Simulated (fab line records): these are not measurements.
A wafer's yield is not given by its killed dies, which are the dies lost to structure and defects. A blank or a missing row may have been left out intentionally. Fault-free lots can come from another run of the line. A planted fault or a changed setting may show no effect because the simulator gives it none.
fab line records -- flow n5_finfet
record lots=13, wafers=39, last_day=18
route steps=1938 shown MOL_CONTACT_COAG@541
lots that met no fault: from a run of the same line without faults
start_h: the number of hours between the record's first day and the start of the first shown wafer of the lot -- wait_h: time in hours since the lot's previous step -- " repeats the value in the row above -- L1.1+2: one row covering several wafers at once -- - either no value or no given start -- * or withheld: withheld -- < > ~ a bound
route shown NAME@n: NAME is a module with steps in the file, n the number in the route of the first one -- usual: average and standard deviation across the fault-free wafers -- same: alike in all rows -- chamber/n: place in a boat -- sites: each site's reading -- _std_site: standard deviation of those values -- _edge_site: outer sites' mean less inner sites' -- radius_mm: for every site, how far away it sits from the centre of the wafer -- mask NAME#n: copy n -- behind: the last tool/chamber to shape the wafer -- hold: why the lot went on hold/how many hours it stayed there/how the hold came to an end -- device: transistor that didn't switch, given as n, p or np -- end of line: at the end of the route, the tests of the same wafers -- a step given without rows: its recipe and nothing more -- killed: not the wafer's yield, but the dies lost to structure and defects at the first sort -- map: a wafer's dies, x killed, . not, _ none there
set.NAME: setting as actually run; set.NAME@STEP: the setting as run at that earlier step -- model.NAME: the simulator's own value behind a step, which no gauge read
a sample of lots followed through the steps of the route, with each step as a table and each wafer as a row
services: from which hour (start_h, from the record's first day; less than 0 if before it) a tool's chamber was out of use, for how many hours, and why
## steps
# step N5_MOL_CONTACT_COAG_IMPLANT_129
# recipe species=Ge, energy_kev=3, dose_cm2=6e+14, tilt_deg=0, rotation_deg=0
# usual beam_energy_keV=2.9999/0.001, beam_on_s=35.9/0.98
lot.wafer,tool,chamber,start_h,wait_h,beam_energy_keV,beam_on_s
L554.3,implanter-01,0,96.23,0.1,3.0009,34.2
L554.5,implanter-01,0,96.23,0.1,3.0012,36.1
L554.6,implanter-01,0,96.23,0.1,3.0013,37.7
L556.1,implanter-01,0,104.94,0.0,2.9993,36.3
L556.4,implanter-01,0,104.94,0.0,2.9990,35.9
L556.6,implanter-01,0,104.94,0.0,2.9995,36.5
L557.2,implanter-01,0,112.07,0.1,3.0013,36.8
L557.3,implanter-01,0,112.07,0.1,3.0007,36.9
L557.4,implanter-01,0,112.07,0.1,3.0004,36.7
L558.3,implanter-02,0,115.40,0.1,3.0011,36.3
L558.4,implanter-02,0,115.40,0.1,3.0019,34.5
L558.6,implanter-02,0,115.40,0.1,2.9994,34.6
L561.2,implanter-02,0,133.52,0.1,2.9996,34.6
L561.4,implanter-02,0,133.52,0.1,3.0015,36.2
L561.6,implanter-02,0,133.52,0.1,2.9998,35.9
L563.1,implanter-02,0,146.96,0.0,2.9999,36.6
L563.3,implanter-02,0,146.96,0.0,3.0007,35.4
L563.6,implanter-02,0,146.96,0.0,3.0002,33.9
L564.1,implanter-02,0,148.94,0.0,3.0016,35.6
L564.2,implanter-02,0,148.94,0.0,2.9991,34.2
L564.5,implanter-02,0,148.94,0.0,2.9984,35.2
L565.4,implanter-01,0,163.16,0.1,2.9993,37.0
L565.5,implanter-01,0,163.16,0.1,2.9993,37.4
L565.6,implanter-01,0,163.16,0.1,2.9986,37.8
L573.1,implanter-01,-,204.75,0.0,-,-
L573.4,implanter-01,-,204.75,0.0,-,-
L573.6,implanter-01,-,204.75,0.0,-,-
L574.1,implanter-01,-,211.04,0.0,-,-
L574.2,implanter-01,-,211.04,0.0,-,-
L574.3,implanter-01,-,211.04,0.0,-,-
L575.3,implanter-01,-,221.21,0.1,-,-
L575.5,implanter-01,-,221.21,0.1,-,-
L575.6,implanter-01,-,221.21,0.1,-,-
L576.2,implanter-01,0,225.77,0.1,2.9992,38.0
L576.3,implanter-01,0,225.77,0.1,3.0003,35.3
L576.5,implanter-01,0,225.77,0.1,2.9993,36.4
L577.2,implanter-01,0,226.64,0.1,3.0001,37.5
L577.4,implanter-01,0,226.64,0.1,3.0017,35.9
L577.5,implanter-01,0,226.64,0.1,3.0003,37.2
# step N5_MOL_CONTACT_COAG_TI_SIL_19
# recipe material=Ti, target_thk_a=42, temp_c=200, chamber_pressure_pa=5, power_w=5000, time_s=15
# usual throttle_valve_pct=30.0/1.4
lot.wafer,tool,chamber,start_h,wait_h,throttle_valve_pct
L554.3,pvd_sputter-01,-,96.85,0.4,27.1
L554.5,pvd_sputter-01,-,96.85,0.4,28.5
L554.6,pvd_sputter-01,-,96.85,0.4,27.2
L556.1,pvd_sputter-02,-,105.56,0.3,30.7
L556.4,pvd_sputter-02,-,105.56,0.3,29.3
L556.6,pvd_sputter-02,-,105.56,0.3,30.4
L557.2,pvd_sputter-01,-,113.11,0.2,30.7
L557.3,pvd_sputter-01,-,113.11,0.2,28.9
L557.4,pvd_sputter-01,-,113.11,0.2,26.9
L558.3,pvd_sputter-01,-,118.02,0.2,28.9
L558.4,pvd_sputter-01,-,118.02,0.2,30.7
L558.6,pvd_sputter-01,-,118.02,0.2,30.7
L561.2,pvd_sputter-03,-,134.27,0.3,31.8
L561.4,pvd_sputter-03,-,134.27,0.3,31.7
L561.6,pvd_sputter-03,-,134.27,0.3,31.4
L563.1,pvd_sputter-02,-,147.56,0.4,29.0
L563.3,pvd_sputter-02,-,147.56,0.4,30.3
L563.6,pvd_sputter-02,-,147.56,0.4,30.1
L564.1,pvd_sputter-03,-,149.40,0.2,31.3
L564.2,pvd_sputter-03,-,149.40,0.2,30.7
L564.5,pvd_sputter-03,-,149.40,0.2,31.1
L565.4,pvd_sputter-03,-,163.55,0.1,31.4
L565.5,pvd_sputter-03,-,163.55,0.1,31.8
L565.6,pvd_sputter-03,-,163.55,0.1,30.8
L573.1,pvd_sputter-01,-,206.41,0.4,30.7
L573.4,pvd_sputter-01,-,206.41,0.4,29.0
L573.6,pvd_sputter-01,-,206.41,0.4,28.6
L574.1,pvd_sputter-01,-,211.47,0.2,29.0
L574.2,pvd_sputter-01,-,211.47,0.2,30.8
L574.3,pvd_sputter-01,-,211.47,0.2,27.2
L575.3,pvd_sputter-03,-,223.29,1.5,31.8
L575.5,pvd_sputter-03,-,223.29,1.5,31.9
L575.6,pvd_sputter-03,-,223.29,1.5,31.5
L576.2,pvd_sputter-01,-,226.24,0.2,30.7
L576.3,pvd_sputter-01,-,226.24,0.2,27.2
L576.5,pvd_sputter-01,-,226.24,0.2,30.8
L577.2,pvd_sputter-02,-,227.09,0.2,30.1
L577.4,pvd_sputter-02,-,227.09,0.2,30.7
L577.5,pvd_sputter-02,-,227.09,0.2,29.2
# step N5_MOL_CONTACT_COAG_PRE_CLEAN_141
# recipe gas=H2/He, time_s=60, temp_c=300
# usual heater_power_w=457/45
lot.wafer,tool,chamber,start_h,wait_h,heater_power_w
L554.3,pvd_sputter-01,-,97.65,0.1,441
L554.5,pvd_sputter-01,-,97.65,0.1,441
L554.6,pvd_sputter-01,-,97.65,0.1,434
L556.1,pvd_sputter-03,-,106.92,0.7,483
L556.4,pvd_sputter-03,-,106.92,0.7,427
L556.6,pvd_sputter-03,-,106.92,0.7,479
L557.2,pvd_sputter-01,-,114.29,0.6,334
L557.3,pvd_sputter-01,-,114.29,0.6,446
L557.4,pvd_sputter-01,-,114.29,0.6,442
L558.3,pvd_sputter-01,-,119.16,0.6,336
L558.4,pvd_sputter-01,-,119.16,0.6,432
L558.6,pvd_sputter-01,-,119.16,0.6,426
L561.2,pvd_sputter-01,-,135.59,0.7,447
L561.4,pvd_sputter-01,-,135.59,0.7,458
L561.6,pvd_sputter-01,-,135.59,0.7,334
L563.1,pvd_sputter-03,-,149.24,1.2,435
L563.3,pvd_sputter-03,-,149.24,1.2,481
L563.6,pvd_sputter-03,-,149.24,1.2,475
L564.1,pvd_sputter-01,-,150.33,0.4,453
L564.2,pvd_sputter-01,-,150.33,0.4,345
L564.5,pvd_sputter-01,-,150.33,0.4,434
L565.4,pvd_sputter-03,-,164.99,0.8,420
L565.5,pvd_sputter-03,-,164.99,0.8,490
L565.6,pvd_sputter-03,-,164.99,0.8,428
L573.1,pvd_sputter-02,-,207.16,0.2,524
L573.4,pvd_sputter-02,-,207.16,0.2,536
L573.6,pvd_sputter-02,-,207.16,0.2,519
L574.1,pvd_sputter-02,-,212.76,0.8,473
L574.2,pvd_sputter-02,-,212.76,0.8,507
L574.3,pvd_sputter-02,-,212.76,0.8,462
L575.3,pvd_sputter-03,-,224.49,0.6,485
L575.5,pvd_sputter-03,-,224.49,0.6,483
L575.6,pvd_sputter-03,-,224.49,0.6,483
L576.2,pvd_sputter-02,-,227.23,0.4,536
L576.3,pvd_sputter-02,-,227.23,0.4,527
L576.5,pvd_sputter-02,-,227.23,0.4,519
L577.2,pvd_sputter-03,-,228.11,0.5,489
L577.4,pvd_sputter-03,-,228.11,0.5,502
L577.5,pvd_sputter-03,-,228.11,0.5,482
# step N5_MOL_CONTACT_COAG_ANNEAL_113
# recipe temp_c=400, time_s=300, ambient=H2/N2
# usual lamp_power_pct=2.83/0.097, lamp_zone_3_pct=2.83/0.097, wafer_temp_C_max=401.9/0.44
lot.wafer,tool,chamber,start_h,wait_h,lamp_power_pct,lamp_zone_3_pct,wafer_temp_C_max
L554.3,rtp_anneal-01,0,99.03,0.6,2.71,2.71,401.7
L554.5,rtp_anneal-01,0,99.03,0.6,2.71,2.71,401.6
L554.6,rtp_anneal-01,0,99.03,0.6,2.71,2.71,401.2
L556.1,rtp_anneal-02,0,107.73,0.3,2.91,2.91,401.6
L556.4,rtp_anneal-02,0,107.73,0.3,2.91,2.91,401.6
L556.6,rtp_anneal-02,0,107.73,0.3,2.91,2.91,401.7
L557.2,rtp_anneal-02,0,115.53,0.8,2.91,2.90,401.9
L557.3,rtp_anneal-02,0,115.53,0.8,2.91,2.91,401.8
L557.4,rtp_anneal-02,0,115.53,0.8,2.91,2.91,401.5
L558.3,rtp_anneal-02,0,120.48,0.9,2.91,2.91,401.7
L558.4,rtp_anneal-02,0,120.48,0.9,2.91,2.91,401.8
L558.6,rtp_anneal-02,0,120.48,0.9,2.91,2.91,402.0
L561.2,rtp_anneal-01,0,136.53,0.5,2.70,2.71,401.7
L561.4,rtp_anneal-01,0,136.53,0.5,2.71,2.71,401.4
L561.6,rtp_anneal-01,0,136.53,0.5,2.71,2.71,401.7
L563.1,rtp_anneal-02,0,150.03,0.3,2.91,2.91,401.7
L563.3,rtp_anneal-02,0,150.03,0.3,2.91,2.91,402.1
L563.6,rtp_anneal-02,0,150.03,0.3,2.91,2.91,402.0
L564.1,rtp_anneal-02,0,151.12,0.3,2.91,2.90,402.6
L564.2,rtp_anneal-02,0,151.12,0.3,2.91,2.91,402.3
L564.5,rtp_anneal-02,0,151.12,0.3,2.90,2.91,401.8
L565.4,rtp_anneal-02,0,166.32,0.6,2.90,2.91,401.4
L565.5,rtp_anneal-02,0,166.32,0.6,2.91,2.92,401.2
L565.6,rtp_anneal-02,0,166.32,0.6,2.91,2.91,401.9
L573.1,rtp_anneal-01,0,208.02,0.4,2.71,2.71,402.0
L573.4,rtp_anneal-01,0,208.02,0.4,2.71,2.71,402.0
L573.6,rtp_anneal-01,0,208.02,0.4,2.71,2.71,402.5
L574.1,rtp_anneal-02,0,213.57,0.3,2.91,2.92,402.2
L574.2,rtp_anneal-02,0,213.57,0.3,2.91,2.91,402.4
L574.3,rtp_anneal-02,0,213.57,0.3,2.91,2.91,402.3
L575.3,rtp_anneal-02,0,225.61,0.6,2.91,2.91,402.3
L575.5,rtp_anneal-02,0,225.61,0.6,2.91,2.91,402.2
L575.6,rtp_anneal-02,0,225.61,0.6,2.91,2.91,403.0
L576.2,rtp_anneal-02,0,228.19,0.5,2.91,2.91,401.7
L576.3,rtp_anneal-02,0,228.19,0.5,2.91,2.92,401.7
L576.5,rtp_anneal-02,0,228.19,0.5,2.91,2.90,402.1
L577.2,rtp_anneal-01,0,229.15,0.5,2.71,2.71,402.0
L577.4,rtp_anneal-01,0,229.15,0.5,2.71,2.71,401.4
L577.5,rtp_anneal-01,0,229.15,0.5,2.71,2.71,401.7
## services
tool,chamber,start_h,hours,kind
pvd_sputter-02,-,94.27,4.3,repair
implanter-01,-,99.17,0.6,repair
implanter-01,-,114.34,1.7,repair
implanter-02,-,203.27,166.2,pm
## key
first_sign step=N5_MOL_CONTACT_COAG_IMPLANT_129, reading=tool_record, direction=missing
effect none on later readings
met_at N5_MOL_CONTACT_COAG_IMPLANT_129
struck_lots L573,L574,L575
tester_left_out L573,L574,L575
not_acting_at N5_MOL_CONTACT_COAG_TI_SIL_19,N5_MOL_CONTACT_COAG_PRE_CLEAN_141,N5_MOL_CONTACT_COAG_ANNEAL_113
onset_between 163.16 204.75
fault kind=skipped_step_whole, tool=implanter-01, chamber=-, onset_h=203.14, steps=N5_MOL_CONTACT_COAG_IMPLANT_129, scope=struck_lots_only
# tester_left_out: of these lots the tester's yield and bins aren't shown, on N5 and GAA mostly nor the transistor test; their killed dies are dies lost to structure and defects alone, not to doping, threshold or leakage, so they don't give the yield
